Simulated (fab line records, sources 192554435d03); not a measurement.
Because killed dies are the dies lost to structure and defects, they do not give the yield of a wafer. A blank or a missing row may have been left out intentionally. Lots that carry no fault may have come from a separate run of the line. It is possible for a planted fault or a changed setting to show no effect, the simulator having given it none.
Matching of chambers ; flow n5Finfet ; N5_BEOL_M8_VIA_ETCH_34 on rieDiel-06 has 4 sister chambers
The step etches SiCOH lowk in C4F6/O2, target depth 125.5 nm, time 50.5 s. 8 wafers are shown with their chamber, then 9 later ones without.

WAFERS PAIRED WITH THEIR CHAMBERS
wafer;chamber;rfVppV (V);showerheadPlenumPTorr (Torr)
L084.3;1;669;3.02
L084.4;2;669;2.92
L085.1;3;653;2.80
L085.4;0;681;2.97
L085.5;3;653;2.80
L086.1;1;669;3.02
L086.2;2;669;2.91
L086.5;0;680;2.97

WAFERS WITHOUT THEIR CHAMBER
wafer;rfVppV (V);showerheadPlenumPTorr (Torr)
L087.3;680;2.97
L087.4;669;3.02
L087.6;668;3.02
L091.1;669;2.91
L091.3;652;2.80
L091.4;679;2.96
L096.2;671;3.01
L096.3;669;2.90
L096.4;653;2.79

CHAMBER TAKEN BY EACH
wafer;from the rows above;in truth
L087.3;0;0
L087.4;1;1
L087.6;1;1
L091.1;2;2
L091.3;3;3
L091.4;0;0
L096.2;1;1
L096.3;2;2
L096.4;3;3
Correctly placed: 9 of 9. Left unplaced by these rows: 0. Wrongly placed: 0.
How it was worked out, from the rows above alone: a wafer's distance from a chamber is the root of the sum, over the readings, of the square of ((its reading less the chamber's mean) divided by the reading's scatter). The wafer belongs to the nearest chamber; if the next one is less than 2 further off, it can't be placed. A chamber's mean is the mean of its shown wafers. The scatter: take each reading less its chamber's mean, square it, sum over the shown wafers, divide by the number of wafers less the number of chambers, and take the root.
